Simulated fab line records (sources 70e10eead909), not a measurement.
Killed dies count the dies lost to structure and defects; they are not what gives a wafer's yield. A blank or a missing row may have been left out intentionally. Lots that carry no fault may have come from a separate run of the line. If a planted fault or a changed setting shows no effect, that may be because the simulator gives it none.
fab line records -- flow nandHarc -- part 2 of 2: steps 25 to 36 of 36
record: lots: 5, wafers: 15, lastDay: 31
route steps=1302 shown A_WL_FILL@954 A_CONTACT@983
lots that met no fault: taken from a fault-free run of the same line
startH: hours from the record's opening day to when the first of the lot's shown wafers began -- waitH: time in hours since the lot's previous step -- " as in the row above -- L1.1+2: a single row standing in for several wafers -- - either no value or no given start -- * or withheld: withheld -- < > ~ a bound
route shown NAME@n: NAME is a module with steps in the file, n the number in the route of the first one -- usual: mean/standard deviation of fault-free wafers -- same: alike in all rows -- chamber/n: place in a boat -- sites: readings site by site -- _std_site: standard deviation of those values -- _edge_site: the outer-site mean with the inner-site mean subtracted -- radiusMm: for every site, how far away it sits from the centre of the wafer -- mask NAME#n: copy n -- behind: tool/chamber where the wafer was last shaped -- hold: what put the lot on hold/how long, in hours/how the hold closed -- device: transistor that didn't switch, given as n, p or np -- end of line: tests run on the same wafers once the route is complete -- a step without rows: its recipe alone -- killed: not the wafer's yield, but the dies lost to structure and defects at the first sort -- map: per-die view of a wafer (x killed, . not killed, _ where there is no die)
set.NAME: setting as actually run; set.NAME@STEP: the setting as run at that earlier step -- model.NAME: the simulator's own value behind a step, which no gauge read
a table for each step, a row for each wafer; lots at some steps of the route
services: from which hour (startH, from the record's first day; less than 0 if before it) a tool's chamber was out of use, for how many hours, and why
== steps ==
step: NHARC_A_CONTACT_DEP_24
recipe: targetThkA: 5000, tempC: 400, pressureTorr: 6.5, rfW: 900, teosFlowSccm: 161.4, flowSccm: 2650, targetThkNm: 500, gas: O2, material: SiO2
usual: heaterPowerW: 600/81, throttleValvePct: 16.1/0.59
lot.wafer,tool,chamber,startH,waitH,heaterPowerW,throttleValvePct
L076.2,pecvd-04,2,488.13,0.1,667,15.7
L076.1,pecvd-04,0,488.13,0.1,629,16.4
L076.5,pecvd-04,2,488.13,0.1,678,15.4
L077.1,pecvd-04,2,549.12,0.1,676,15.6
L077.3,pecvd-04,0,549.12,0.1,633,16.5
L077.2,pecvd-04,1,549.12,0.1,738,16.3
L089.1,pecvd-01,1,630.55,0.2,661,16.4
L089.4,pecvd-01,2,630.55,0.2,611,15.4
L089.6,pecvd-01,0,630.55,0.2,379,17.7
L090.1,pecvd-02,0,636.01,0.2,538,16.0
L090.5,pecvd-02,1,636.01,0.2,574,16.3
L090.6,pecvd-02,2,636.01,0.2,662,15.5
L091.1,pecvd-04,2,665.05,0.1,625,15.9
L091.3,pecvd-04,0,665.05,0.1,583,16.2
L091.4,pecvd-04,2,665.05,0.1,654,15.8
step: NHARC_A_CONTACT_DEP_28
recipe: targetThkA: 70000, tempC: 400, material: aC
usual: throttleValvePct: 35.000/0.0095
lot.wafer,tool,chamber,startH,waitH,throttleValvePct
L076.1,aclDep-02,0,489.26,0.7,34.974
L076.2,aclDep-02,0,489.26,0.7,34.998
L076.5,aclDep-02,0,492.05,3.4,35.006
L077.1,aclDep-03,0,550.29,0.6,35.001
L077.2,aclDep-03,0,550.29,0.6,35.006
L077.3,aclDep-03,0,550.29,0.6,34.995
L089.1,aclDep-01,0,632.09,1.1,35.004
L089.4,aclDep-01,0,634.18,3.2,34.991
L089.6,aclDep-01,0,635.58,4.6,34.999
L090.1,aclDep-02,0,638.72,2.3,35.001
L090.5,aclDep-02,0,641.52,5.1,35.011
L090.6,aclDep-02,0,641.52,5.1,34.984
L091.1,aclDep-01,0,669.17,3.6,35.011
L091.3,aclDep-01,0,670.58,5.0,35.009
L091.4,aclDep-01,0,670.58,5.0,34.986
step: NHARC_A_CONTACT_DEP_29
recipe: targetThkA: 1000, targetThkNm: 100, tempC: 400, pressureTorr: 3.5, flowSccm: 200, rfW: 350, material: SiON
usual: heaterPowerW: 781/81
lot.wafer,tool,chamber,startH,waitH,heaterPowerW
L076.2,pecvd-04,1,493.47,2.8,882
L076.1,pecvd-04,0,493.47,2.8,811
L076.5,pecvd-04,0,493.47,2.8,826
L077.3,pecvd-01,1,554.57,2.2,774
L077.2,pecvd-01,2,554.57,2.2,816
L077.1,pecvd-01,0,554.57,2.2,712
L089.1,pecvd-01,2,636.36,3.6,761
L089.6,pecvd-01,0,636.36,3.6,588
L089.4,pecvd-01,2,636.36,3.6,783
L090.1,pecvd-02,1,643.03,3.6,749
L090.6,pecvd-02,2,643.03,3.6,833
L090.5,pecvd-02,1,643.03,3.6,761
L091.1,pecvd-02,2,673.42,3.5,705
L091.3,pecvd-02,1,673.42,3.5,692
L091.4,pecvd-02,2,673.42,3.5,712
step: NHARC_A_CONTACT_DEHYDRATE_32
recipe: tempC: 150, timeS: 120
usual: exhaustPa: 45.0/0.91
lot.wafer,tool,chamber,startH,waitH,exhaustPa
L076.1,lithoTrack-06,0,493.74,0.2,45.7
L076.2,lithoTrack-06,0,493.74,0.2,44.4
L076.5,lithoTrack-06,0,493.74,0.2,45.1
L077.1,lithoTrack-01,0,554.84,0.2,45.3
L077.2,lithoTrack-01,0,554.84,0.2,43.3
L077.3,lithoTrack-01,0,554.84,0.2,44.8
L089.1,lithoTrack-04,0,636.57,0.2,45.1
L089.4,lithoTrack-04,0,636.57,0.2,43.9
L089.6,lithoTrack-04,0,636.57,0.2,45.6
L090.1,lithoTrack-04,0,643.24,0.2,45.3
L090.5,lithoTrack-04,0,643.24,0.2,45.0
L090.6,lithoTrack-04,0,643.24,0.2,44.2
L091.1,lithoTrack-01,0,673.69,0.2,43.9
L091.3,lithoTrack-01,0,673.69,0.2,44.4
L091.4,lithoTrack-01,0,673.69,0.2,44.0
step: NHARC_A_CONTACT_HMDS_33
recipe: timeS: 30
usual: exhaustPa: 44.9/0.91
lot.wafer,tool,chamber,startH,waitH,exhaustPa
L076.1,lithoTrack-06,0,-,-,46.0
L076.2,lithoTrack-06,0,-,-,45.3
L076.5,lithoTrack-06,0,-,-,47.3
L077.1,lithoTrack-01,0,-,-,45.2
L077.2,lithoTrack-01,0,-,-,46.4
L077.3,lithoTrack-01,0,-,-,46.4
L089.1,lithoTrack-04,0,-,-,44.6
L089.4,lithoTrack-04,0,-,-,45.3
L089.6,lithoTrack-04,0,-,-,44.9
L090.1,lithoTrack-04,0,-,-,45.1
L090.5,lithoTrack-04,0,-,-,44.8
L090.6,lithoTrack-04,0,-,-,46.5
L091.1,lithoTrack-01,0,-,-,44.2
L091.3,lithoTrack-01,0,-,-,44.7
L091.4,lithoTrack-01,0,-,-,44.4
step: NHARC_A_CONTACT_COAT_34
recipe: tempC: 260, timeS: 75
usual: exhaustPa: 44.7/0.85
lot.wafer,tool,chamber,startH,waitH,exhaustPa
L076.1,lithoTrack-06,0,-,-,43.3
L076.2,lithoTrack-06,0,-,-,43.9
L076.5,lithoTrack-06,0,-,-,45.5
L077.1,lithoTrack-01,0,-,-,45.1
L077.2,lithoTrack-01,0,-,-,44.0
L077.3,lithoTrack-01,0,-,-,43.7
L089.1,lithoTrack-04,0,-,-,42.9
L089.4,lithoTrack-04,0,-,-,44.4
L089.6,lithoTrack-04,0,-,-,45.6
L090.1,lithoTrack-04,0,-,-,45.0
L090.5,lithoTrack-04,0,-,-,46.2
L090.6,lithoTrack-04,0,-,-,46.3
L091.1,lithoTrack-01,0,-,-,45.2
L091.3,lithoTrack-01,0,-,-,45.5
L091.4,lithoTrack-01,0,-,-,45.9
step: NHARC_A_CONTACT_COAT_35
recipe: tempC: 225, timeS: 65
usual: exhaustPa: 44.9/0.96
lot.wafer,tool,chamber,startH,waitH,exhaustPa
L076.1,lithoTrack-06,0,-,-,45.4
L076.2,lithoTrack-06,0,-,-,46.9
L076.5,lithoTrack-06,0,-,-,48.5
L077.1,lithoTrack-01,0,-,-,44.5
L077.2,lithoTrack-01,0,-,-,45.0
L077.3,lithoTrack-01,0,-,-,43.9
L089.1,lithoTrack-04,0,-,-,46.0
L089.4,lithoTrack-04,0,-,-,47.0
L089.6,lithoTrack-04,0,-,-,46.5
L090.1,lithoTrack-04,0,-,-,45.2
L090.5,lithoTrack-04,0,-,-,45.9
L090.6,lithoTrack-04,0,-,-,46.2
L091.1,lithoTrack-01,0,-,-,45.3
L091.3,lithoTrack-01,0,-,-,45.4
L091.4,lithoTrack-01,0,-,-,45.2
step: NHARC_A_CONTACT_COAT_36
recipe: spinRpm: 1500, resistThkNm: 90
usual: exhaustPa: 44.9/0.88
lot.wafer,tool,chamber,startH,waitH,exhaustPa
L076.1,lithoTrack-06,0,-,-,44.0
L076.2,lithoTrack-06,0,-,-,44.5
L076.5,lithoTrack-06,0,-,-,44.7
L077.1,lithoTrack-01,0,-,-,45.6
L077.2,lithoTrack-01,0,-,-,44.6
L077.3,lithoTrack-01,0,-,-,44.8
L089.1,lithoTrack-04,0,-,-,45.3
L089.4,lithoTrack-04,0,-,-,45.0
L089.6,lithoTrack-04,0,-,-,44.7
L090.1,lithoTrack-04,0,-,-,46.2
L090.5,lithoTrack-04,0,-,-,43.8
L090.6,lithoTrack-04,0,-,-,45.5
L091.1,lithoTrack-01,0,-,-,45.4
L091.3,lithoTrack-01,0,-,-,45.2
L091.4,lithoTrack-01,0,-,-,43.3
step: NHARC_A_CONTACT_SOFTBAKE_37
recipe: tempC: 105, timeS: 55
usual: exhaustPa: 45.2/0.96
lot.wafer,tool,chamber,startH,waitH,exhaustPa
L076.1,lithoTrack-06,0,-,-,46.2
L076.2,lithoTrack-06,0,-,-,45.6
L076.5,lithoTrack-06,0,-,-,46.1
L077.1,lithoTrack-01,0,-,-,44.9
L077.2,lithoTrack-01,0,-,-,46.3
L077.3,lithoTrack-01,0,-,-,45.7
L089.1,lithoTrack-04,0,-,-,44.5
L089.4,lithoTrack-04,0,-,-,43.5
L089.6,lithoTrack-04,0,-,-,43.8
L090.1,lithoTrack-04,0,-,-,47.2
L090.5,lithoTrack-04,0,-,-,47.4
L090.6,lithoTrack-04,0,-,-,46.7
L091.1,lithoTrack-01,0,-,-,44.2
L091.3,lithoTrack-01,0,-,-,44.0
L091.4,lithoTrack-01,0,-,-,45.4
step: NHARC_A_CONTACT_EBR_38
usual: exhaustPa: 45.2/0.98
lot.wafer,tool,chamber,startH,waitH,exhaustPa
L076.1,lithoTrack-06,0,-,-,45.9
L076.2,lithoTrack-06,0,-,-,46.7
L076.5,lithoTrack-06,0,-,-,44.6
L077.1,lithoTrack-01,0,-,-,44.5
L077.2,lithoTrack-01,0,-,-,43.7
L077.3,lithoTrack-01,0,-,-,44.7
L089.1,lithoTrack-04,0,-,-,45.9
L089.4,lithoTrack-04,0,-,-,46.5
L089.6,lithoTrack-04,0,-,-,44.9
L090.1,lithoTrack-04,0,-,-,44.8
L090.5,lithoTrack-04,0,-,-,44.3
L090.6,lithoTrack-04,0,-,-,43.6
L091.1,lithoTrack-01,0,-,-,45.3
L091.3,lithoTrack-01,0,-,-,44.0
L091.4,lithoTrack-01,0,-,-,43.9
step: NHARC_A_CONTACT_EXPOSE_39
recipe: na: 1.35, sigmaOuter: 0.8, doseMj: 58.79, maskId: A_CC_3
lot.wafer,tool,chamber,startH,waitH,mask
L076.1+2+5,arfiScanner-01,0,494.05,-,A_CC_3#0
L077.1+2+3,arfiScanner-02,0,555.02,-,A_CC_3#0
L089.1+4+6,arfiScanner-01,0,636.88,-,A_CC_3#0
L090.1+5+6,arfiScanner-01,0,643.55,-,A_CC_3#0
L091.1+3+4,arfiScanner-02,0,674.00,-,A_CC_3#0
step: NHARC_A_CONTACT_PEB_40
recipe: pebTempC: 100, pebTimeS: 65
usual: exhaustPa: 44.8/0.91
lot.wafer,tool,chamber,startH,waitH,exhaustPa
L076.1,lithoTrack-01,0,494.11,0.1,46.0
L076.2,lithoTrack-01,0,494.11,0.1,46.0
L076.5,lithoTrack-01,0,494.11,0.1,44.7
L077.1,lithoTrack-06,0,555.08,0.1,43.9
L077.2,lithoTrack-06,0,555.08,0.1,44.9
L077.3,lithoTrack-06,0,555.08,0.1,45.2
L089.1,lithoTrack-01,0,636.94,0.1,43.6
L089.4,lithoTrack-01,0,636.94,0.1,44.8
L089.6,lithoTrack-01,0,636.94,0.1,43.5
L090.1,lithoTrack-06,0,643.61,0.1,45.4
L090.5,lithoTrack-06,0,643.61,0.1,44.8
L090.6,lithoTrack-06,0,643.61,0.1,46.3
L091.1,lithoTrack-06,0,674.06,0.1,43.1
L091.3,lithoTrack-06,0,674.06,0.1,43.0
L091.4,lithoTrack-06,0,674.06,0.1,43.4
== services ==
tool,chamber,startH,hours,kind
wetBench-03,-,448.89,29.9,repair
cvdW-02,-,450.00,13.0,pm
pecvd-04,-,450.39,13.0,pm
wetBench-02,-,451.11,5.9,repair
rieDiel-11,0,452.73,17.3,repair
wetBench-01,-,453.67,8.0,pm
rieMetal-02,-,454.00,9.0,pm
pecvd-04,-,463.51,1.0,repair
aldMetal-03,2,487.67,12.9,repair
rieMetal-01,1,492.79,25.2,repair
lithoTrack-01,-,505.00,7.0,pm
rieDiel-11,1,511.08,7.3,repair
lithoTrack-06,-,529.00,7.0,pm
wetBench-03,-,536.04,0.6,repair
rieMetal-01,-,544.05,0.4,repair
lithoTrack-04,-,553.00,7.0,pm
wetBench-03,-,562.42,8.0,pm
aldMetal-03,-,568.00,10.0,pm
rieMetal-01,-,575.00,9.0,pm
rieMetal-01,-,585.32,0.6,repair
wetBench-02,-,596.00,8.0,pm
wetBench-01,-,629.67,8.0,pm
cvdW-02,-,631.00,13.0,pm
rieMetal-02,-,631.00,9.0,pm
